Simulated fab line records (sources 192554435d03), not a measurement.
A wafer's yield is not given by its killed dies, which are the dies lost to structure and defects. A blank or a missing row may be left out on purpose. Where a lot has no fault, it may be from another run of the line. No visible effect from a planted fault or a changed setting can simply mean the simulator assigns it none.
Matching of chambers | flow n5-finfet | N5_ILD0_CMP_12 on cmp-03: 4 sister chambers
The step polishes SiNx, stops on poly-Si, t overpolish 6 s, target thk 17.67 nm. 16 wafers are shown with their chamber, then 8 later ones without.

WAFERS WITH THEIR CHAMBER
wafer  | chamber | motor-current-A (A) | time-to-endpoint-s (s) | overpolish-run-s (s)
L081.1 | 0       | 9.5                 | 30.0                   | 6.002
L081.3 | 3       | 9.2                 | 28.8                   | 6.010
L081.6 | 1       | 10.1                | 30.7                   | 5.987
L083.3 | 1       | 9.9                 | 30.6                   | 6.008
L083.4 | 3       | 9.6                 | 29.5                   | 6.006
L083.6 | 2       | 7.8                 | 30.0                   | 6.005
L084.1 | 2       | 7.4                 | 26.3                   | 6.003
L084.5 | 3       | 8.9                 | 25.3                   | 5.994
L084.6 | 0       | 10.2                | 24.3                   | 5.993
L087.1 | 3       | 9.2                 | 30.4                   | 5.998
L087.3 | 1       | 9.6                 | 29.2                   | 5.996
L087.5 | 1       | 9.8                 | 29.8                   | 6.002
L091.4 | 3       | 9.3                 | 27.0                   | 5.989
L091.5 | 3       | 9.9                 | 26.5                   | 5.989
L091.6 | 2       | 7.5                 | 28.1                   | 5.994
L092.1 | 0       | 10.0                | 28.6                   | 5.992

SIGNATURES (means of the wafers above)
reading            | chamber 0 | chamber 1 | chamber 2 | chamber 3 | scatter within a chamber
motor-current-A    | 9.900     | 9.850     | 7.567     | 9.350     | 0.302
time-to-endpoint-s | 27.633    | 30.075    | 28.133    | 27.917    | 1.94
overpolish-run-s   | 5.99567   | 5.99825   | 6.00067   | 5.99767   | 0.00793
Rule: distance of a wafer from a chamber = root of the sum over the readings of ((wafer's reading minus chamber's mean) / reading's scatter) squared. If the next closest chamber is less than 2 further off than the closest, the wafer can't be placed; otherwise it belongs to the closest. The scatter: the root of (the sum of the squares of (reading less its chamber's mean) over the shown wafers, divided by (wafers less chambers)).

WAFERS WITH NO CHAMBER GIVEN
wafer  | motor-current-A (A) | time-to-endpoint-s (s) | overpolish-run-s (s)
L092.2 | 9.2                 | 32.1                   | 5.995
L092.4 | 7.9                 | 30.8                   | 5.995
L094.4 | 7.7                 | 28.4                   | 5.986
L094.5 | 9.6                 | 29.9                   | 5.988
L094.6 | 7.8                 | 28.4                   | 6.003
L096.1 | 7.7                 | 25.9                   | 5.996
L096.5 | 7.7                 | 28.1                   | 6.005
L096.6 | 9.2                 | 25.3                   | 6.007

CHAMBER TAKEN BY EACH
wafer  | from the rows above          | in truth
L092.2 | can't be placed: 3 or 1 or 0 | 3
L092.4 | 2                            | 2
L094.4 | 2                            | 2
L094.5 | can't be placed: 1 or 3 or 0 | 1
L094.6 | 2                            | 2
L096.1 | 2                            | 2
L096.5 | 2                            | 2
L096.6 | can't be placed: 3 or 0 or 1 | 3
5 of 8 placed correctly. Unplaceable from these rows: 3, with the true chamber sitting among the candidates in 3. 0 placed wrongly.
